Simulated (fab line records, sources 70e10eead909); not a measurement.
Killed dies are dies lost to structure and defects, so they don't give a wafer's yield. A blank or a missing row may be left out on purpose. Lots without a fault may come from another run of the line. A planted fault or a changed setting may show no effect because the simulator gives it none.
Which tool did it? | flow nand_harc | 7 lots, 21 wafers sampled, at 1 step of a route of 1302

WHAT THE GAUGES READ, wafer by wafer
NHARC_A_CHANNEL_HOLE_D2_CD_MEAS_31.
lot  | measured     | on        | cd_nm (nm)
L464 | day 14 10:46 | cd_sem-03 | 90.7 88.4 89.9
L465 | day 14 23:51 | cd_sem-02 | 89.5 89.0 89.0
L466 | day 15 03:59 | cd_sem-02 | 90.5 89.7 90.1
L473 | day 18 10:29 | cd_sem-03 | 91.9 90.4 92.0
L478 | day 19 23:35 | cd_sem-02 | 90.7 92.2 91.2
L481 | day 21 03:17 | cd_sem-03 | 90.8 91.2 90.7
L483 | day 22 17:32 | cd_sem-01 | 91.0 91.6 91.3

WHICH TOOL RAN EACH LOT (tool, then ch and the chambers of the sampled wafers, then the start)
The record holds no process step before these readings.

THE ANSWER, worked out from the rows above alone
Rule: what is usual is taken from the lots themselves. Put in order of their means at a reading, lots are off if they are a third of the lots or fewer, leave a main group of 4 or more, and stand apart from it by a gap of 3 or more times the standard deviation of the main group's means; of several such gaps the widest counts. A main group whose means are all the same, to the digits that the tables above print for the reading, isn't used. A lot without any number at a reading at which 4 lots or more have one is off too. The other lots that the step has rows for count as sound.
No lot is off at any reading shown: from this, nothing can be told.

WHAT THE SIMULATOR HAD PUT IN
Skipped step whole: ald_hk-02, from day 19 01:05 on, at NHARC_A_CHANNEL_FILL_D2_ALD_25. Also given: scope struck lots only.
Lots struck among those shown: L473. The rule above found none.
